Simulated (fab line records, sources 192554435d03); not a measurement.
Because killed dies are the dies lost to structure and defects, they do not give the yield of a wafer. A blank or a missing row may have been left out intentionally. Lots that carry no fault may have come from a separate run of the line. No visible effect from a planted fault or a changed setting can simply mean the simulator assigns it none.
Chamber matching + flow n5Finfet + N5_BEOL_M2_ETCHBACK_99 on rieDiel-06 has 4 sister chambers
The step etches SiO2 in CHF3, target depth 5 nm, time 10.4 s. 4 wafers are shown with their chamber, then 7 later ones without.

WAFERS, EACH WITH ITS CHAMBER
| wafer  | chamber | showerheadPlenumPTorr (Torr) |
|--------|---------|------------------------------|
| L085.3 | 3       | 2.03                         |
| L086.6 | 0       | 2.14                         |
| L090.2 | 2       | 2.06                         |
| L090.3 | 1       | 2.27                         |

WAFERS WITH NO CHAMBER GIVEN
| wafer  | showerheadPlenumPTorr (Torr) |
|--------|------------------------------|
| L090.6 | 2.14                         |
| L092.2 | 2.05                         |
| L092.4 | 2.06                         |
| L092.5 | 2.26                         |
| L096.1 | 2.29                         |
| L096.3 | 2.05                         |
| L096.6 | 2.29                         |

CHAMBER TAKEN BY EACH
| wafer  | from the rows above     | in truth                   |
|--------|-------------------------|----------------------------|
| L090.6 | 0                       | 0                          |
| L092.2 | can't be placed: 2 or 3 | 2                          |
| L092.4 | 2                       | 2                          |
| L092.5 | 1                       | 1                          |
| L096.1 | 1                       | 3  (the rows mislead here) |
| L096.3 | can't be placed: 2 or 3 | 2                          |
| L096.6 | 1                       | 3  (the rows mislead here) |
Correct placement for 3 of the 7. Unplaceable from these rows: 2, with the true chamber sitting among the candidates in 2. Wrongly placed: 2.
How it was worked out, from the rows above alone: a wafer's distance from a chamber is the root of the sum, over the readings, of the square of ((its reading less the chamber's mean) divided by the reading's scatter). If the next closest chamber is less than 2 further off than the closest, the wafer can't be placed; otherwise it belongs to the closest. Each chamber's mean is taken over the wafers shown for it. The scatter: with one shown wafer a chamber, the root of the mean of the squares of how far each hidden wafer lies from its nearest shown one.
